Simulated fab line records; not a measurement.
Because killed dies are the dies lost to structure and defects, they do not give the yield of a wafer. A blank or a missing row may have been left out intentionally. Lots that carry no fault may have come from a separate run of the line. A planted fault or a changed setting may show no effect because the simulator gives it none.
fab line records	flow n5-finfet	part 2 of 2: steps 5 to 6 of 6
[record] lots = 22	wafers = 66	last-day = 20
route steps=1938 shown GATE_CUT@488 MOL_CONTACT_COAG@528
lots that met no fault: from a run of the same line without faults
start-h: start of the lot's first displayed wafer, in hours after the record's first day	wait-h: hours since the lot's step before	" same as the row above	L1.1+2: a single row standing in for several wafers	- no value, or no start given	* or withheld: withheld	< > ~ a bound
route shown NAME@n: NAME is a module with steps in the file, n the number in the route of the first one	usual: mean/standard deviation of fault-free wafers	same: alike in all rows	chamber/n: place in a boat	sites: the reading at each site	_std_site: standard deviation across them	_edge_site: the outer-site mean with the inner-site mean subtracted	radius-mm: for every site, how far away it sits from the centre of the wafer	mask NAME#n: copy n	behind: the tool/chamber that last shaped the wafer	hold: the reason the lot was held/the length of the hold in hours/how it ended	device: which transistor (n, p or np) failed to switch	end of line: the tests these same wafers got at the end of their route	where a step has no rows: the recipe by itself	killed: not the wafer's yield, but the dies lost to structure and defects at the first sort	map: a wafer's dies, marking killed ones x, the rest . and places with no die _
set.NAME: the run value of the setting; set.NAME@STEP: its run value at that earlier step	model.NAME: the simulator's own value behind a step, which no gauge read
route steps across a sampled set of lots; one table per step, one row per wafer
services: from which hour (start-h, from the record's first day; less than 0 if before it) a tool's chamber was out of use, for how many hours, and why
[[steps]]
[step N5_MOL_CONTACT_COAG_INSPECT_10]
[recipe] mode = adi	inspect-instrument = brightfield
[usual] raw-defect-count = 76/27
lot.wafer	tool	chamber	start-h	wait-h	raw-defect-count
L074.2	defect-inspect-01	-	87.94	0.0	71
L074.3	"	-	"	"	44
L074.4	"	-	"	"	89
L075.1	defect-inspect-01	-	97.23	0.1	65
L075.4	"	-	"	"	85
L075.5	"	-	"	"	44
L076.3	defect-inspect-01	-	105.54	0.3	94
L076.4	"	-	"	"	95
L076.5	"	-	"	"	113
L077.3	defect-inspect-01	-	111.68	0.0	71
L077.4	"	-	"	"	59
L077.5	"	-	"	"	52
L078.1	defect-inspect-02	-	112.86	0.1	67
L078.3	"	-	"	"	120
L078.5	"	-	"	"	77
L079.3	defect-inspect-01	-	118.97	0.0	39
L079.4	"	-	"	"	49
L079.6	"	-	"	"	88
L080.2	defect-inspect-02	-	125.23	0.0	178
L080.4	"	-	"	"	73
L080.6	"	-	"	"	109
L081.2	defect-inspect-01	-	134.17	0.0	63
L081.3	"	-	"	"	63
L081.5	"	-	"	"	84
L082.1	defect-inspect-02	-	140.25	0.1	57
L082.4	"	-	"	"	103
L082.6	"	-	"	"	47
L084.2	defect-inspect-02	-	149.69	0.0	65
L084.4	"	-	"	"	60
L084.5	"	-	"	"	66
L085.1	defect-inspect-01	-	158.61	0.1	70
L085.3	"	-	"	"	83
L085.6	"	-	"	"	97
L086.2	defect-inspect-02	-	160.60	0.0	159
L086.3	"	-	"	"	116
L086.4	"	-	"	"	104
L087.3	defect-inspect-02	-	168.59	0.0	123
L087.4	"	-	"	"	84
L087.5	"	-	"	"	72
L088.3	defect-inspect-02	-	173.77	0.0	60
L088.5	"	-	"	"	61
L088.6	"	-	"	"	78
L089.1	defect-inspect-01	-	177.20	0.1	78
L089.3	"	-	"	"	47
L089.4	"	-	"	"	119
L090.1	defect-inspect-02	-	183.65	0.1	120
L090.2	"	-	"	"	74
L090.6	"	-	"	"	98
L092.1	defect-inspect-01	-	195.60	0.1	69
L092.3	"	-	"	"	52
L092.6	"	-	"	"	67
L093.3	defect-inspect-01	-	201.20	0.0	104
L093.5	"	-	"	"	101
L093.6	"	-	"	"	54
L094.2	defect-inspect-01	-	209.79	0.0	57
L094.3	"	-	"	"	57
L094.6	"	-	"	"	66
L095.1	defect-inspect-02	-	212.70	0.1	62
L095.2	"	-	"	"	61
L095.3	"	-	"	"	69
L096.1	defect-inspect-02	-	218.44	0.1	73
L096.2	"	-	"	"	89
L096.4	"	-	"	"	38
L097.3	defect-inspect-02	-	223.97	0.0	50
L097.5	"	-	"	"	55
L097.6	"	-	"	"	78
[step N5_MOL_CONTACT_COAG_CONTACT_ETCH_14]
[recipe] chemistry = C4F6/O2	target = SiO2	target-depth-a = 275	overetch-a = 85	mask-material = SOC	pressure-mtorr = 30	source-w = 370	bias-w = 185	Ar_flow_sccm = 300	C4F6_flow_sccm = 16	O2_flow_sccm = 10	time-s = 20	ion-energy-ev = 259.6
[usual] drypump-motor-current-A = 5.8/0.53	oes-product-au = 0.63/0.057	rf-vpp-V = 693/3.5	showerhead-plenum-p-Torr = 2.89/0.11	throttle-valve-pct = 21.25/0.27
lot.wafer	tool	chamber	start-h	wait-h	drypump-motor-current-A	oes-product-au	rf-hours-counter-h	rf-vpp-V	showerhead-plenum-p-Torr	throttle-valve-pct
L074.2	rie-diel-03	0	88.15	0.0	4.9	0.60	225	691	2.85	21.18
L074.3	"	1	"	"	5.9	0.69	120	697	3.02	21.75
L074.4	"	2	"	"	5.6	0.65	142	690	2.75	21.00
L075.1	rie-diel-06	3	97.45	0.0	6.8	0.62	194	696	2.99	21.23
L075.4	"	1	"	"	5.2	0.61	167	697	2.99	21.26
L075.5	"	3	"	"	6.8	0.62	-	694	2.99	21.24
L076.3	rie-diel-06	2	105.75	0.0	6.2	0.60	195	697	2.95	21.17
L076.4	"	3	"	"	6.8	0.62	196	697	2.99	21.24
L076.5	"	0	"	"	5.9	0.64	-	696	2.96	21.21
L077.3	rie-diel-06	2	112.02	0.0	6.2	0.60	197	696	2.95	21.17
L077.4	"	3	"	"	6.8	0.61	199	695	2.98	21.24
L077.5	"	2	"	"	6.2	0.60	-	696	2.95	21.17
L078.1	rie-diel-03	0	113.07	0.0	4.9	0.58	229	692	2.85	21.19
L078.3	"	1	"	"	6.0	0.67	131	697	3.02	21.76
L078.5	"	1	"	"	6.0	0.67	-	697	3.02	21.78
L079.3	rie-diel-03	1	119.34	0.0	5.9	0.68	134	695	3.02	21.76
L079.4	"	3	"	"	6.1	0.59	211	688	2.73	21.12
L079.6	"	1	"	"	6.0	0.67	-	697	3.02	21.77
L080.2	rie-diel-03	3	125.44	0.0	6.1	0.59	213	691	2.73	21.12
L080.4	"	0	"	"	4.9	0.58	235	691	2.85	21.22
L080.6	"	1	"	"	5.9	0.68	-	696	3.01	21.75
L081.2	rie-diel-02	3	134.38	0.0	6.4	0.64	164	688	2.75	20.91
L081.3	"	2	"	"	5.2	0.59	225	692	2.86	21.35
L081.5	"	1	"	"	5.5	0.62	-	692	2.84	21.51
L082.1	rie-diel-06	3	140.47	0.0	6.8	0.61	208	695	2.98	21.26
L082.4	"	1	"	"	5.2	0.60	183	696	2.99	21.25
L082.6	"	2	"	"	6.1	0.60	-	696	2.95	21.18
L084.2	rie-diel-02	2	149.91	0.0	5.2	0.59	232	692	2.86	21.35
L084.4	"	0	"	"	6.1	0.82	5	699	3.07	20.69
L084.5	"	2	"	"	5.2	0.60	-	693	2.86	21.34
L085.1	rie-diel-02	0	159.13	0.0	6.1	0.81	8	698	3.07	20.70
L085.3	"	2	"	"	5.2	0.59	235	691	2.86	21.33
L085.6	"	0	"	"	6.1	0.81	-	698	3.07	20.70
L086.2	rie-diel-03	3	161.05	0.0	6.1	0.59	224	688	2.73	21.14
L086.3	"	0	"	"	4.9	0.57	249	690	2.84	21.23
L086.4	"	1	"	"	6.0	0.66	150	696	3.01	21.80
L087.3	rie-diel-02	1	168.81	0.0	5.5	0.62	206	691	2.84	21.54
L087.4	"	0	"	"	6.1	0.81	10	698	3.07	20.68
L087.5	"	2	"	"	5.2	0.59	-	692	2.85	21.35
L088.3	rie-diel-06	0	174.26	0.0	5.9	0.63	185	696	2.95	21.24
L088.5	"	0	"	"	6.0	0.62	-	696	2.95	21.25
L088.6	"	3	"	"	6.7	0.60	-	696	2.97	21.29
L089.1	rie-diel-06	3	177.42	0.0	6.8	0.61	220	696	2.98	21.27
L089.3	"	2	"	"	6.2	0.59	219	696	2.94	21.19
L089.4	"	0	"	"	5.9	0.63	186	695	2.95	21.25
L090.1	rie-diel-02	0	183.87	0.0	6.1	0.79	16	698	3.07	20.72
L090.2	"	3	"	"	6.4	0.61	181	688	2.75	20.94
L090.6	"	2	"	"	5.2	0.58	-	691	2.85	21.36
L092.1	rie-diel-03	1	195.81	0.0	6.0	0.65	164	696	3.00	21.80
L092.3	"	2	"	"	5.6	0.62	182	690	2.73	21.09
L092.6	"	1	"	"	5.9	0.66	-	698	3.00	21.80
L093.3	rie-diel-02	3	201.42	0.0	6.3	0.61	187	688	2.75	20.95
L093.5	"	2	"	"	5.2	0.58	-	691	2.85	21.37
L093.6	"	3	"	"	6.4	0.61	-	687	2.74	20.95
L094.2	rie-diel-06	0	210.02	0.0	5.9	0.62	198	695	2.94	21.25
L094.3	"	3	"	"	6.8	0.60	231	695	2.97	21.29
L094.6	"	1	"	"	5.2	0.59	-	697	2.98	21.31
L095.1	rie-diel-02	3	213.20	0.0	6.4	0.61	191	687	2.74	20.95
L095.2	"	1	"	"	5.5	0.61	222	692	2.83	21.55
L095.3	"	2	"	"	5.1	0.58	252	692	2.85	21.37
L096.1	rie-diel-03	0	218.65	0.0	4.9	0.78	11	693	2.83	20.92
L096.2	"	2	"	"	5.6	0.61	190	688	2.73	21.09
L096.4	"	1	"	"	5.9	0.65	173	696	3.00	21.82
L097.3	rie-diel-03	1	224.61	0.0	6.0	0.64	175	697	3.00	21.81
L097.5	"	3	"	"	6.1	0.57	-	687	2.72	21.16
L097.6	"	0	"	"	4.9	0.79	-	692	2.83	20.93
[[services]]
tool	chamber	start-h	hours	kind
rie-diel-01	3	75.10	-	clean
rie-diel-01	3	75.10	-	consumable-replace:focus-ring
rie-diel-01	3	75.10	18.7	scheduled-down
rie-diel-01	3	75.10	18.7	vent-cycle
rie-diel-01	0	75.56	1.7	repair
rie-diel-03	2	77.09	4.3	repair
rie-diel-06	-	79.36	2.8	pm
rie-diel-05	1	80.42	9.3	repair
rie-diel-04	2	105.37	13.3	repair
rie-diel-01	0	117.38	36.7	repair
rie-diel-06	0	119.41	1.3	repair
rie-diel-03	2	127.70	2.8	repair
rie-diel-01	3	160.50	4.9	repair
rie-diel-03	0	163.82	-	clean
rie-diel-02	2	187.41	4.7	repair
rie-diel-01	0	198.60	-	clean
rie-diel-01	0	198.60	-	consumable-replace:focus-ring
rie-diel-01	0	198.60	23.9	scheduled-down
rie-diel-01	0	198.60	23.9	vent-cycle
rie-diel-06	2	204.99	5.7	repair
rie-diel-02	0	209.63	4.7	repair
rie-diel-02	2	215.22	8.0	repair
rie-diel-04	2	222.58	4.9	repair
rie-diel-05	-	223.92	0.2	repair
